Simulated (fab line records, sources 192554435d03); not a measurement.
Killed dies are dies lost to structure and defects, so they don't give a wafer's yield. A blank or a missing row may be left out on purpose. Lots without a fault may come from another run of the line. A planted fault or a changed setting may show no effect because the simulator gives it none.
fab line records | flow n5_finfet
record lots=24 wafers=72 last_day=18
route steps=1938 shown BEOL_M9@1405
lots that met no fault: from a run of the same line without faults
start_h: hours from the record's first day to the start of the lot's first wafer shown | wait_h: hours since the lot's step before | " the same as in the row above | L1.1+2: a row that stands for several wafers | - no value, or no start given | * or withheld: withheld | < > ~ a bound
route shown NAME@n: a module of which the file shows steps, and the number in the route of the first | usual: mean/standard deviation of fault-free wafers | same: alike in all rows | chamber/n: place in a boat | sites: the reading at each site | _std_site: their standard deviation | _edge_site: outer sites' mean less inner sites' | radius_mm: how far each site lies from the wafer's centre | mask NAME#n: copy n | behind: the tool/chamber that last shaped the wafer | hold: why the lot was held/for how many hours/how that ended | device: the transistor (n, p or np) that didn't switch | end of line: the same wafers' tests at the end of the route | a step without rows: its recipe alone | killed: dies lost to structure and defects at the first sort, not the wafer's yield | map: a wafer's dies, x killed, . not, _ none there
set.NAME: the setting as run; set.NAME@STEP: as run at that earlier step | model.NAME: the simulator's own value behind a step, which no gauge read
steps of the route over a sample of lots; a table a step, a row a wafer
services: from which hour (start_h, from the record's first day; less than 0 if before it) a tool's chamber was out of use, for how many hours, and why
## steps
# step N5_BEOL_M9_HM_DEP_02
# recipe material=TiN target_thk_a=200 temp_c=25 chamber_pressure_pa=0.49996
# usual susceptor_temp_C=25.00/0.11 throttle_valve_pct=29.8/1.2
# columns lot.wafer tool chamber start_h wait_h susceptor_temp_C throttle_valve_pct
L075.3 pvd_sputter-01 - 201.59 0.2 25.05 29.2
L075.4 " - " " 25.06 32.6
L075.6 " - " " 25.19 29.6
L077.1 pvd_sputter-02 - 217.00 0.0 24.99 28.2
L077.2 " - " " 25.08 30.4
L077.3 " - " " 24.99 29.4
L074.2 pvd_sputter-02 - 219.40 1.7 24.79 28.3
L074.5 " - " " 24.90 28.0
L074.6 " - " " 24.97 30.1
L076.1 pvd_sputter-02 - 219.78 1.6 25.00 28.1
L076.3 " - " " 24.95 29.1
L076.5 " - " " 24.99 29.1
L079.3 pvd_sputter-03 - 231.04 0.0 25.03 31.1
L079.5 " - " " 25.02 29.7
L079.6 " - " " 25.09 28.0
L078.1 pvd_sputter-03 - 232.08 0.6 24.79 30.9
L078.5 " - " " 24.84 31.0
L078.6 " - " " 24.88 30.5
L080.3 pvd_sputter-02 - 238.82 0.8 25.01 28.4
L080.4 " - " " 25.12 30.0
L080.6 " - " " 25.00 30.3
L081.3 pvd_sputter-02 - 244.04 0.9 24.86 30.0
L081.4 " - " " 24.89 28.0
L081.5 " - " " 24.86 28.0
L082.2 pvd_sputter-01 - 245.13 0.9 24.87 29.7
L082.3 " - " " 25.07 29.1
L082.6 " - " " 25.08 29.5
L083.2 pvd_sputter-01 - 249.55 0.8 25.19 30.4
L083.5 " - " " 24.94 29.7
L083.6 " - " " 25.00 29.2
L084.1 pvd_sputter-02 - 265.38 0.5 24.92 30.3
L084.3 " - " " 24.92 29.8
L084.5 " - " " 24.89 30.5
L085.1 pvd_sputter-02 - 272.60 1.4 25.17 28.1
L085.3 " - " " 24.79 30.6
L085.4 " - " " 25.05 29.4
L086.2 pvd_sputter-01 - 280.74 1.1 25.09 29.8
L086.4 " - " " 25.03 32.5
L086.5 " - " " 24.82 29.3
L087.1 pvd_sputter-02 - 298.09 1.0 24.92 29.8
L087.4 " - " " 25.03 27.9
L087.5 " - " " 25.00 27.9
L089.1 pvd_sputter-03 - 302.40 1.1 25.11 29.8
L089.4 " - " " 25.06 31.1
L089.6 " - " " 25.17 30.0
L088.2 pvd_sputter-01 - 303.91 0.7 24.98 29.4
L088.5 " - " " 25.02 30.5
L088.6 " - " " 25.10 32.8
L090.2 pvd_sputter-02 - 311.45 0.3 25.08 30.2
L090.4 " - " " 24.93 27.9
L090.5 " - " " 24.98 28.0
L091.2 pvd_sputter-02 - 315.07 1.8 24.93 27.7
L091.5 " - " " 25.11 30.4
L091.6 " - " " 24.73 27.9
L093.1 pvd_sputter-03 - 323.38 0.7 25.11 28.2
L093.2 " - " " 24.75 30.9
L093.6 " - " " 24.96 30.0
L094.1 pvd_sputter-01 - 328.74 1.5 25.07 29.5
L094.4 " - " " 24.98 29.3
L094.5 " - " " 24.97 31.0
L092.4 pvd_sputter-02 - 329.15 1.3 25.16 29.3
L092.5 " - " " 25.15 30.5
L092.6 " - " " 24.98 27.8
L095.1 pvd_sputter-02 - 335.78 1.5 25.01 29.8
L095.3 " - " " 24.93 29.3
L095.4 " - " " 25.07 30.4
L096.3 pvd_sputter-02 - 345.20 1.9 25.03 28.0
L096.4 " - " " 24.79 29.4
L096.6 " - " " 25.12 29.7
L097.2 pvd_sputter-01 - 347.41 0.6 24.89 29.1
L097.3 " - " " 24.94 32.6
L097.5 " - " " 25.05 30.8
# step N5_BEOL_M9_DESCUM_16
# recipe chemistry=O2 time_s=7.9 source_power_w=50 bias_power_w=20 pressure_mtorr=20 rf_frequency_hz=2.712e+07 temp_c=40 resist=CAR-ArF o2_flow_sccm=225
# usual drypump_motor_current_A=5.6/0.43 oes_product_au=0.80/0.1 rf_vpp_V=242.6/1.3 showerhead_plenum_p_Torr=2.06/0.065 throttle_valve_pct=20.23/0.21
# columns lot.wafer tool chamber start_h wait_h drypump_motor_current_A oes_product_au rf_hours_counter_h rf_vpp_V showerhead_plenum_p_Torr throttle_valve_pct
L075.3 rie_diel-03 3 202.18 0.0 5.7 0.68 243 242.8 2.06 20.55
L075.4 " 2 " " 5.0 0.94 10 243.4 2.12 19.96
L075.6 " 0 " " 6.0 0.67 - 242.7 2.04 20.09
L077.1 rie_diel-01 2 217.59 0.0 5.2 0.77 143 241.3 2.02 20.36
L077.2 " 1 " " 5.8 0.83 84 241.2 2.03 20.11
L077.3 " 0 " " 5.0 0.92 17 241.9 2.06 20.05
L074.2 rie_diel-03 0 220.24 0.4 6.1 0.67 250 242.4 2.04 20.09
L074.5 " 3 " " 5.7 0.66 - 241.7 2.06 20.59
L074.6 " 2 " " 5.0 0.93 - 244.6 2.12 19.96
L076.1 rie_diel-03 3 221.09 0.8 5.7 0.66 249 241.9 2.06 20.58
L076.3 " 0 " " 6.0 0.67 251 242.2 2.04 20.11
L076.5 " 0 " " 6.0 0.66 - 242.9 2.04 20.11
L079.3 rie_diel-04 2 231.78 0.2 6.2 0.87 62 243.8 2.12 19.95
L079.5 " 1 " " 5.7 0.75 - 239.4 1.92 20.25
L079.6 " 2 " " 6.2 0.85 - 241.7 2.12 19.96
L078.1 rie_diel-03 2 233.16 0.5 5.1 0.91 22 243.9 2.12 19.98
L078.5 " 2 " " 5.0 0.92 - 244.6 2.12 19.94
L078.6 " 0 " " 6.0 0.67 - 242.5 2.03 20.12
L080.3 rie_diel-03 3 239.91 0.5 5.7 0.66 257 241.4 2.06 20.59
L080.4 " 2 " " 5.0 0.90 - 245.2 2.12 19.98
L080.6 " 3 " " 5.7 0.66 - 244.8 2.06 20.58
L081.3 rie_diel-01 3 244.62 0.0 5.6 0.75 173 244.6 2.16 20.21
L081.4 " 1 " " 5.8 0.83 94 242.1 2.02 20.12
L081.5 " 1 " " 5.8 0.82 - 240.8 2.02 20.11
L082.2 rie_diel-01 1 246.05 0.4 5.8 0.83 95 241.0 2.02 20.12
L082.3 " 0 " " 5.0 0.89 24 242.9 2.06 20.07
L082.6 " 3 " " 5.6 0.74 - 242.7 2.17 20.19
L083.2 rie_diel-03 3 250.18 0.2 5.7 0.67 263 243.1 2.06 20.59
L083.5 " 1 " " 6.3 0.94 - 244.2 2.14 20.52
L083.6 " 3 " " 5.7 0.68 - 243.5 2.06 20.59
L084.1 rie_diel-04 0 265.97 0.0 5.7 0.98 1 242.2 2.05 20.29
L084.3 " 1 " " 5.7 0.74 167 240.4 1.92 20.28
L084.5 " 0 " " 5.8 0.98 - 242.7 2.05 20.29
L085.1 rie_diel-03 2 273.40 0.2 5.0 0.88 40 244.1 2.11 20.00
L085.3 " 1 " " 6.3 0.90 18 243.8 2.14 20.56
L085.4 " 2 " " 5.0 0.88 - 243.3 2.11 20.00
L086.2 rie_diel-04 1 281.32 0.0 5.7 0.75 171 242.3 1.92 20.27
L086.4 " 2 " " 6.2 0.84 79 243.9 2.11 19.97
L086.5 " 0 " " 5.8 0.96 - 242.0 2.04 20.30
L087.1 rie_diel-03 0 298.67 0.0 6.1 0.96 12 241.9 2.03 19.81
L087.4 " 1 " " 6.3 0.88 25 244.2 2.14 20.57
L087.5 " 0 " " 6.0 0.96 - 242.6 2.03 19.80
L089.1 rie_diel-01 3 302.98 0.0 5.6 0.72 192 242.7 2.16 20.24
L089.4 " 0 " " 5.0 0.87 40 242.3 2.05 20.08
L089.6 " 2 " " 5.2 0.74 - 242.4 2.01 20.41
L088.2 rie_diel-04 2 304.49 0.0 6.2 0.83 86 245.0 2.11 20.00
L088.5 " 1 " " 5.7 0.73 - 239.9 1.92 20.30
L088.6 " 2 " " 6.2 0.82 - 243.3 2.11 20.00
L090.2 rie_diel-03 2 312.01 0.1 5.0 0.86 51 243.2 2.11 20.02
L090.4 " 1 " " 6.3 0.86 28 244.0 2.14 20.56
L090.5 " 1 " " 6.3 0.88 - 243.6 2.14 20.56
L091.2 rie_diel-01 3 315.65 0.0 5.6 0.73 196 244.5 2.16 20.24
L091.5 " 0 " " 4.9 0.87 - 241.3 2.05 20.08
L091.6 " 1 " " 5.8 0.81 - 242.7 2.02 20.16
L093.1 rie_diel-01 1 323.96 0.0 5.8 0.80 117 242.9 2.01 20.16
L093.2 " 0 " " 5.0 0.86 46 242.3 2.05 20.09
L093.6 " 1 " " 5.7 0.80 - 241.7 2.02 20.17
L094.1 rie_diel-01 3 329.48 0.2 5.6 0.73 200 242.9 2.16 20.25
L094.4 " 1 " " 5.8 0.79 119 241.7 2.01 20.15
L094.5 " 2 " " 5.2 0.74 - 241.0 2.01 20.41
L092.4 rie_diel-04 3 329.73 0.0 5.2 0.66 249 241.7 1.97 20.32
L092.5 " 1 " " 5.7 0.72 - 240.4 1.91 20.31
L092.6 " 0 " " 5.8 0.91 - 243.3 2.04 20.31
L095.1 rie_diel-01 2 336.37 0.0 5.2 0.73 184 241.0 2.01 20.42
L095.3 " 3 " " 5.6 0.72 202 244.5 2.15 20.24
L095.4 " 0 " " 5.0 0.86 50 242.0 2.05 20.10
L096.3 rie_diel-04 2 346.10 0.3 6.2 0.82 100 244.7 2.11 20.01
L096.4 " 2 " " 6.2 0.82 - 244.6 2.11 20.01
L096.6 " 1 " " 5.7 0.72 - 240.9 1.91 20.29
L097.2 rie_diel-01 0 348.01 0.0 5.0 0.85 54 242.4 2.05 20.11
L097.3 " 1 " " 5.8 0.79 125 242.9 2.01 20.16
L097.5 " 2 " " 5.2 0.74 - 240.1 2.00 20.43
# step N5_BEOL_M9_STRIP_67
# recipe chemistry=CF4 resist=SiARC power_w=300 bias_power_w=75 pressure_mtorr=50 cf4_flow_sccm=150 rf_frequency_hz=6e+07
# usual drypump_motor_current_A=5.6/0.43 oes_product_au=0.80/0.092 rf_vpp_V=270.6/1.6 showerhead_plenum_p_Torr=1.77/0.057 throttle_valve_pct=13.45/0.22
# columns lot.wafer tool chamber start_h wait_h drypump_motor_current_A oes_product_au rf_hours_counter_h rf_vpp_V showerhead_plenum_p_Torr throttle_valve_pct
L075.3 rie_diel-03 3 202.41 0.0 5.7 0.68 243 272.6 1.78 13.87
L075.4 " 2 " " 5.0 0.93 10 271.7 1.84 13.25
L075.6 " 0 " " 6.0 0.67 - 270.1 1.76 13.53
L077.1 rie_diel-01 2 217.82 0.0 5.2 0.78 144 270.3 1.73 13.57
L077.2 " 1 " " 5.8 0.83 84 269.0 1.75 13.33
L077.3 " 0 " " 5.0 0.92 17 268.6 1.75 13.11
L074.2 rie_diel-03 0 220.47 0.0 6.0 0.68 250 270.9 1.76 13.55
L074.5 " 3 " " 5.7 0.66 - 271.3 1.78 13.89
L074.6 " 2 " " 5.0 0.92 - 271.2 1.84 13.25
L076.1 rie_diel-03 3 221.32 0.0 5.7 0.68 249 270.8 1.78 13.89
L076.3 " 0 " " 6.0 0.67 251 271.2 1.76 13.55
L076.5 " 0 " " 6.0 0.67 - 268.9 1.76 13.55
L079.3 rie_diel-04 2 232.02 0.0 6.2 0.86 63 269.6 1.81 13.09
L079.5 " 1 " " 5.7 0.74 - 266.8 1.65 13.41
L079.6 " 2 " " 6.2 0.86 - 272.3 1.81 13.09
L078.1 rie_diel-03 2 233.39 0.0 5.0 0.90 22 270.7 1.84 13.27
L078.5 " 2 " " 5.0 0.90 - 270.2 1.84 13.25
L078.6 " 0 " " 6.1 0.67 - 270.9 1.76 13.58
L080.3 rie_diel-03 3 240.14 0.0 5.7 0.67 258 270.9 1.78 13.89
L080.4 " 2 " " 5.0 0.90 - 272.5 1.84 13.28
L080.6 " 3 " " 5.7 0.67 - 270.3 1.78 13.90
L081.3 rie_diel-01 3 244.85 0.0 5.6 0.75 173 272.2 1.87 13.54
L081.4 " 1 " " 5.7 0.82 94 270.2 1.75 13.33
L081.5 " 1 " " 5.8 0.83 - 270.7 1.74 13.34
L082.2 rie_diel-01 1 246.28 0.0 5.8 0.83 95 271.9 1.74 13.34
L082.3 " 0 " " 5.0 0.91 24 270.3 1.75 13.13
L082.6 " 3 " " 5.6 0.75 - 272.0 1.87 13.55
L083.2 rie_diel-03 3 250.41 0.0 5.7 0.66 263 272.0 1.78 13.92
L083.5 " 1 " " 6.3 0.92 - 272.7 1.83 13.47
L083.6 " 3 " " 5.7 0.66 - 269.6 1.78 13.92
L084.1 rie_diel-04 0 266.20 0.0 5.8 0.96 1 271.1 1.76 13.39
L084.3 " 1 " " 5.7 0.73 167 268.7 1.65 13.42
L084.5 " 0 " " 5.8 0.97 - 271.2 1.76 13.38
L085.1 rie_diel-03 2 273.63 0.0 5.1 0.87 40 272.0 1.83 13.30
L085.3 " 1 " " 6.3 0.90 18 271.5 1.83 13.51
L085.4 " 2 " " 5.1 0.86 - 272.9 1.83 13.31
L086.2 rie_diel-04 1 281.55 0.0 5.7 0.74 171 267.7 1.65 13.43
L086.4 " 2 " " 6.2 0.83 79 273.2 1.81 13.13
L086.5 " 0 " " 5.8 0.95 - 270.2 1.76 13.38
L087.1 rie_diel-03 0 298.90 0.0 6.0 0.94 12 270.8 1.76 13.02
L087.4 " 1 " " 6.3 0.88 25 273.3 1.83 13.54
L087.5 " 0 " " 6.0 0.93 - 269.6 1.75 13.04
L089.1 rie_diel-01 3 303.21 0.0 5.6 0.73 192 272.3 1.86 13.59
L089.4 " 0 " " 5.0 0.88 40 271.5 1.75 13.18
L089.6 " 2 " " 5.2 0.75 - 269.1 1.73 13.63
L088.2 rie_diel-04 2 304.72 0.0 6.2 0.82 86 272.9 1.81 13.14
L088.5 " 1 " " 5.7 0.73 - 268.9 1.64 13.44
L088.6 " 2 " " 6.2 0.83 - 272.8 1.81 13.15
L090.2 rie_diel-03 2 312.24 0.0 5.0 0.85 51 273.2 1.83 13.34
L090.4 " 1 " " 6.3 0.86 29 272.0 1.82 13.54
L090.5 " 1 " " 6.3 0.87 - 272.4 1.82 13.54
L091.2 rie_diel-01 3 315.88 0.0 5.6 0.73 196 273.6 1.86 13.58
L091.5 " 0 " " 4.9 0.87 - 270.9 1.75 13.19
L091.6 " 1 " " 5.8 0.80 - 270.4 1.74 13.38
L093.1 rie_diel-01 1 324.19 0.0 5.8 0.81 118 269.8 1.74 13.41
L093.2 " 0 " " 5.0 0.87 46 268.8 1.74 13.19
L093.6 " 1 " " 5.8 0.80 - 271.1 1.74 13.39
L094.1 rie_diel-01 3 329.72 0.0 5.6 0.73 200 272.5 1.86 13.59
L094.4 " 1 " " 5.8 0.80 119 270.1 1.74 13.38
L094.5 " 2 " " 5.2 0.74 - 269.9 1.72 13.64
L092.4 rie_diel-04 2 329.98 0.0 6.2 0.82 - 270.2 1.80 13.16
L092.5 " 1 " " 5.7 0.73 - 268.5 1.64 13.47
L092.6 " 0 " " 5.8 0.90 - 271.3 1.76 13.41
L095.1 rie_diel-01 2 336.60 0.0 5.2 0.74 184 268.4 1.72 13.67
L095.3 " 3 " " 5.6 0.73 202 274.1 1.86 13.59
L095.4 " 0 " " 4.9 0.87 50 269.3 1.74 13.19
L096.3 rie_diel-04 2 346.33 0.0 6.2 0.82 100 271.3 1.80 13.18
L096.4 " 2 " " 6.2 0.81 - 270.5 1.80 13.16
L096.6 " 1 " " 5.7 0.72 - 267.7 1.64 13.50
L097.2 rie_diel-01 0 348.24 0.0 5.0 0.85 54 270.3 1.74 13.20
L097.3 " 1 " " 5.8 0.80 125 270.1 1.74 13.41
L097.5 " 2 " " 5.2 0.74 - 269.0 1.72 13.67
# step N5_BEOL_M9_STRIP_36
# recipe chemistry=N2/H2 power_w=450 temp_c=40 pressure_mtorr=20 rf_frequency_hz=6e+07 overash_fraction=0.3 bias_power_w=7 h2_frac=0.5 n2_flow_sccm=200 h2_flow_sccm=200
# usual drypump_motor_current_A=5.7/0.42 oes_product_au=0.81/0.099 rf_vpp_V=58.9/1.6 showerhead_plenum_p_Torr=2.49/0.097 throttle_valve_pct=23.45/0.29
# same overash_fraction=0.3
# columns lot.wafer tool chamber start_h wait_h drypump_motor_current_A oes_product_au rf_hours_counter_h rf_vpp_V showerhead_plenum_p_Torr throttle_valve_pct
L075.3 rie_diel-03 0 203.44 0.0 6.0 0.68 245 56.7 2.49 23.23
L075.4 " 3 " " 5.7 0.67 243 59.8 2.52 23.93
L075.6 " 1 " " 6.3 0.68 - 58.2 2.60 24.05
L077.1 rie_diel-04 0 220.59 0.0 5.8 0.69 251 60.6 2.50 24.04
L077.2 " 3 " " 5.1 0.69 214 57.7 2.41 23.30
L077.3 " 2 " " 6.2 0.86 58 57.5 2.57 23.18
L074.2 rie_diel-03 0 221.62 0.0 6.0 0.66 251 60.5 2.49 23.21
L074.5 " 0 " " 6.0 0.66 - 58.4 2.49 23.22
L074.6 " 2 " " 5.1 0.93 - 60.5 2.60 23.26
L076.1 rie_diel-03 0 222.36 0.0 6.0 0.66 251 58.6 2.49 23.20
L076.3 " 2 " " 5.1 0.92 17 59.4 2.60 23.23
L076.5 " 2 " " 5.1 0.92 - 58.8 2.60 23.25
L079.3 rie_diel-04 1 233.90 0.0 5.6 0.75 156 59.9 2.32 23.32
L079.5 " 2 " " 6.2 0.86 - 56.1 2.57 23.20
L079.6 " 3 " " 5.1 0.68 - 56.8 2.41 23.30
L078.1 rie_diel-04 1 234.83 0.0 5.7 0.73 156 56.9 2.32 23.31
L078.5 " 1 " " 5.7 0.76 - 58.4 2.33 23.33
L078.6 " 3 " " 5.1 0.68 - 57.3 2.41 23.30
L080.3 rie_diel-03 1 241.03 0.0 6.3 0.95 3 61.0 2.60 23.92
L080.4 " 3 " " 5.7 0.66 - 58.8 2.51 23.96
L080.6 " 1 " " 6.3 0.95 - 59.3 2.60 23.91
L081.3 rie_diel-04 1 245.87 0.0 5.7 0.75 160 59.3 2.32 23.32
L081.4 " 3 " " 5.2 0.68 - 59.8 2.40 23.28
L081.5 " 2 " " 6.2 0.85 - 59.1 2.57 23.19
L082.2 rie_diel-04 2 247.51 0.0 6.2 0.86 69 58.9 2.57 23.17
L082.3 " 3 " " 5.2 0.67 225 58.6 2.41 23.31
L082.6 " 3 " " 5.2 0.67 - 59.2 2.41 23.32
L083.2 rie_diel-01 1 251.59 0.0 5.8 0.82 97 57.9 2.47 23.49
L083.5 " 2 " " 5.2 0.75 - 60.7 2.43 23.43
L083.6 " 1 " " 5.8 0.83 - 59.4 2.47 23.48
L084.1 rie_diel-01 2 267.88 0.0 5.2 0.75 162 59.1 2.42 23.47
L084.3 " 1 " " 5.8 0.82 103 58.9 2.47 23.49
L084.5 " 2 " " 5.2 0.76 - 59.7 2.42 23.47
L085.1 rie_diel-03 2 277.14 0.0 5.0 0.88 41 59.6 2.59 23.28
L085.3 " 0 " " 6.0 0.99 6 57.5 2.48 22.99
L085.4 " 1 " " 6.3 0.90 - 57.0 2.59 23.91
L086.2 rie_diel-03 0 284.17 0.0 6.0 0.99 8 60.3 2.48 23.03
L086.4 " 2 " " 5.0 0.88 43 61.2 2.59 23.25
L086.5 " 1 " " 6.3 0.89 - 60.0 2.59 23.95
L087.1 rie_diel-04 2 300.20 0.0 6.2 0.84 84 59.1 2.56 23.24
L087.4 " 0 " " 5.8 0.93 10 59.4 2.49 23.81
L087.5 " 2 " " 6.2 0.83 - 59.6 2.56 23.20
L089.1 rie_diel-04 3 306.92 0.0 5.2 0.67 243 61.7 2.40 23.32
L089.4 " 2 " " 6.2 0.82 87 60.2 2.56 23.24
L089.6 " 1 " " 5.7 0.73 - 54.3 2.32 23.34
L088.2 rie_diel-03 0 306.96 0.0 6.0 0.95 14 59.1 2.48 23.01
L088.5 " 2 " " 5.0 0.87 - 59.4 2.59 23.30
L088.6 " 3 " " 5.7 0.95 - 57.8 2.50 23.74
L090.2 rie_diel-04 3 314.59 0.0 5.2 0.67 245 58.2 2.40 23.33
L090.4 " 0 " " 5.8 0.92 14 60.4 2.49 23.79
L090.5 " 1 " " 5.7 0.74 - 59.1 2.32 23.33
L091.2 rie_diel-04 0 316.78 0.0 5.8 0.92 15 57.6 2.49 23.82
L091.5 " 3 " " 5.2 0.65 - 58.3 2.40 23.34
L091.6 " 2 " " 6.2 0.83 - 58.9 2.56 23.23
L093.1 rie_diel-03 0 325.46 0.0 6.0 0.94 19 56.7 2.48 23.03
L093.2 " 3 " " 5.7 0.93 12 55.7 2.50 23.80
L093.6 " 2 " " 5.1 0.86 - 60.7 2.59 23.31
L094.1 rie_diel-04 1 331.00 0.0 5.7 0.71 186 59.9 2.31 23.33
L094.4 " 0 " " 5.8 0.92 - 60.0 2.49 23.79
L094.5 " 1 " " 5.7 0.72 - 59.4 2.31 23.37
L092.4 rie_diel-04 1 331.68 0.0 5.7 0.72 - 59.9 2.31 23.38
L092.5 " 0 " " 5.8 0.91 - 57.2 2.49 23.81
L092.6 " 2 " " 6.2 0.82 - 61.3 2.56 23.25
L095.1 rie_diel-04 0 337.79 0.0 5.8 0.89 22 59.1 2.49 23.81
L095.3 " 1 " " 5.6 0.73 189 54.8 2.31 23.38
L095.4 " 1 " " 5.7 0.72 - 57.0 2.31 23.37
L096.3 rie_diel-03 1 347.41 0.0 6.3 0.87 38 59.7 2.58 23.99
L096.4 " 2 " " 5.0 0.86 61 60.7 2.58 23.31
L096.6 " 2 " " 5.0 0.86 - 58.5 2.58 23.31
L097.2 rie_diel-04 2 351.23 0.0 6.2 0.82 102 58.6 2.55 23.26
L097.3 " 1 " " 5.7 0.71 194 56.0 2.31 23.35
L097.5 " 0 " " 5.8 0.89 - 59.3 2.48 23.76
# step N5_BEOL_M9_SPUTTER_48
# recipe material=Cu target_thk_a=120 temp_c=-20 bias_v=60 power_w=26000 chamber_pressure_pa=0.13 time_s=2
# usual susceptor_temp_C=-19.99/0.091 throttle_valve_pct=30.0/1.2
# columns lot.wafer tool chamber start_h wait_h susceptor_temp_C throttle_valve_pct
L075.3 pvd_sputter-02 - 206.42 0.1 -20.00 29.8
L075.4 " - " " -19.78 30.4
L075.6 " - " " -19.88 30.2
L077.1 pvd_sputter-03 - 221.92 0.1 -19.88 29.7
L077.2 " - " " -19.98 30.9
L077.3 " - " " -20.05 28.3
L074.2 pvd_sputter-03 - 222.91 0.1 -19.99 30.7
L074.5 " - " " -20.10 31.0
L074.6 " - " " -20.05 30.7
L076.1 pvd_sputter-03 - 225.42 0.1 -19.95 30.9
L076.3 " - " " -20.00 30.8
L076.5 " - " " -19.92 29.8
L079.3 pvd_sputter-03 - 236.19 0.1 -20.08 31.1
L079.5 " - " " -19.95 30.7
L079.6 " - " " -20.11 31.2
L078.1 pvd_sputter-01 - 236.57 0.1 -19.90 30.8
L078.5 " - " " -20.05 29.2
L078.6 " - " " -19.98 32.6
L080.3 pvd_sputter-03 - 242.99 0.4 -19.99 30.7
L080.4 " - " " -19.96 31.2
L080.6 " - " " -19.97 30.8
L081.3 pvd_sputter-01 - 249.27 1.8 -20.00 29.6
L081.4 " - " " -19.88 30.5
L081.5 " - " " -19.98 29.5
L082.2 pvd_sputter-03 - 250.63 0.4 -19.91 29.9
L082.3 " - " " -20.12 31.2
L082.6 " - " " -19.95 29.7
L083.2 pvd_sputter-01 - 255.16 0.1 -20.03 29.7
L083.5 " - " " -19.95 29.3
L083.6 " - " " -20.20 29.5
L084.1 pvd_sputter-03 - 269.65 0.2 -19.93 28.4
L084.3 " - " " -20.01 30.8
L084.5 " - " " -20.05 29.9
L085.1 pvd_sputter-01 - 278.62 0.1 -20.07 32.8
L085.3 " - " " -19.96 29.5
L085.4 " - " " -20.08 29.5
L086.2 pvd_sputter-02 - 285.87 0.2 -19.99 29.9
L086.4 " - " " -19.90 29.5
L086.5 " - " " -19.87 29.4
L087.1 pvd_sputter-01 - 302.63 0.1 -19.95 30.4
L087.4 " - " " -19.96 29.4
L087.5 " - " " -19.92 30.6
L089.1 pvd_sputter-03 - 308.32 0.1 -20.00 30.7
L089.4 " - " " -20.09 28.1
L089.6 " - " " -20.04 30.7
L088.2 pvd_sputter-03 - 308.70 0.1 -20.02 28.2
L088.5 " - " " -20.00 30.0
L088.6 " - " " -20.05 28.2
L090.2 pvd_sputter-02 - 316.13 0.1 -19.97 28.0
L090.4 " - " " -20.02 30.5
L090.5 " - " " -19.98 29.9
L091.2 pvd_sputter-02 - 320.16 0.1 -19.96 28.1
L091.5 " - " " -19.82 30.7
L091.6 " - " " -20.05 29.4
L093.1 pvd_sputter-02 - 328.77 0.1 -20.10 29.4
L093.2 " - " " -20.12 27.8
L093.6 " - " " -19.99 30.4
L094.1 pvd_sputter-01 - 332.68 0.1 -20.07 29.3
L094.4 " - " " -19.85 29.7
L094.5 " - " " -19.97 29.5
L092.4 pvd_sputter-01 - 333.01 0.0 -19.83 32.4
L092.5 " - " " -19.90 32.6
L092.6 " - " " -20.09 29.5
L095.1 pvd_sputter-01 - 339.45 0.1 -19.95 32.6
L095.3 " - " " -20.03 30.7
L095.4 " - " " -19.90 29.8
L096.3 pvd_sputter-03 - 349.50 0.1 -20.08 31.1
L096.4 " - " " -19.99 30.0
L096.6 " - " " -19.99 28.0
L097.2 pvd_sputter-01 - 352.76 0.2 -20.06 29.5
L097.3 " - " " -19.96 29.2
L097.5 " - " " -19.94 29.3
# step N5_BEOL_M9_INSPECT_58
# recipe inspect_instrument=darkfield mode=post_dep
# usual raw_defect_count=73/24
# columns lot.wafer tool chamber start_h wait_h raw_defect_count
L075.3 defect_inspect-02 - 207.67 0.0 82
L075.4 " - " " 54
L075.6 " - " " 51
L077.1 defect_inspect-01 - 223.61 0.0 55
L077.2 " - " " 80
L077.3 " - " " 78
L074.2 defect_inspect-01 - 224.00 0.0 45
L074.5 " - " " 47
L074.6 " - " " 57
L076.1 defect_inspect-01 - 226.48 0.0 95
L076.3 " - " " 95
L076.5 " - " " 83
L079.3 defect_inspect-01 - 237.28 0.0 51
L079.5 " - " " 36
L079.6 " - " " 44
L078.1 defect_inspect-01 - 237.58 0.0 60
L078.5 " - " " 67
L078.6 " - " " 57
L080.3 defect_inspect-02 - 244.19 0.0 82
L080.4 " - " " 90
L080.6 " - " " 94
L081.3 defect_inspect-01 - 250.41 0.0 63
L081.4 " - " " 49
L081.5 " - " " 32
L082.2 defect_inspect-02 - 251.62 0.0 83
L082.3 " - " " 72
L082.6 " - " " 89
L083.2 defect_inspect-01 - 256.35 0.0 81
L083.5 " - " " 96
L083.6 " - " " 123
L084.1 defect_inspect-01 - 270.95 0.0 69
L084.3 " - " " 46
L084.5 " - " " 59
L085.1 defect_inspect-01 - 279.61 0.0 41
L085.3 " - " " 63
L085.4 " - " " 90
L086.2 defect_inspect-01 - 287.63 0.0 53
L086.4 " - " " 43
L086.5 " - " " 39
L087.1 defect_inspect-01 - 303.91 0.0 55
L087.4 " - " " 68
L087.5 " - " " 66
L089.1 defect_inspect-02 - 309.71 0.0 60
L089.4 " - " " 60
L089.6 " - " " 42
L088.2 defect_inspect-02 - 310.58 0.0 100
L088.5 " - " " 101
L088.6 " - " " 66
L090.2 defect_inspect-02 - 317.16 0.0 92
L090.4 " - " " 73
L090.5 " - " " 93
L091.2 defect_inspect-01 - 321.14 0.0 68
L091.5 " - " " 69
L091.6 " - " " 74
L093.1 defect_inspect-02 - 329.76 0.0 108
L093.2 " - " " 75
L093.6 " - " " 66
L094.1 defect_inspect-02 - 333.82 0.0 69
L094.4 " - " " 106
L094.5 " - " " 37
L092.4 defect_inspect-01 - 334.40 0.0 114
L092.5 " - " " 129
L092.6 " - " " 62
L095.1 defect_inspect-02 - 341.80 0.0 123
L095.3 " - " " 125
L095.4 " - " " 111
L096.3 defect_inspect-01 - 350.52 0.0 82
L096.4 " - " " 55
L096.6 " - " " 65
L097.2 defect_inspect-02 - 353.78 0.0 63
L097.3 " - " " 49
L097.5 " - " " 93
## services
# columns tool chamber start_h hours kind
rie_diel-01 1 186.61 6.5 repair
rie_diel-04 3 198.65 1.7 repair
rie_diel-03 1 213.86 - clean
rie_diel-03 1 213.86 - consumable_replace:focus_ring
rie_diel-03 1 213.86 20.2 scheduled_down
rie_diel-03 1 213.86 20.2 vent_cycle
rie_diel-01 1 218.33 2.2 repair
rie_diel-03 0 234.11 - clean
rie_diel-03 0 234.11 - consumable_replace:focus_ring
rie_diel-03 0 234.11 26.9 scheduled_down
rie_diel-03 0 234.11 26.9 vent_cycle
rie_diel-04 0 235.68 - clean
rie_diel-04 - 237.68 2.8 pm
rie_diel-01 0 254.85 1.3 repair
rie_diel-03 3 261.00 - clean
rie_diel-03 3 261.00 - consumable_replace:focus_ring
rie_diel-03 3 261.00 17.3 scheduled_down
rie_diel-03 3 261.00 17.3 vent_cycle
rie_diel-01 0 269.55 3.6 repair
rie_diel-04 - 288.48 2.1 repair
rie_diel-01 1 305.80 8.6 repair
pvd_sputter-03 - 309.90 0.8 repair
pvd_sputter-01 - 335.20 1.6 repair
rie_diel-03 1 336.61 1.6 repair
## key
fault none
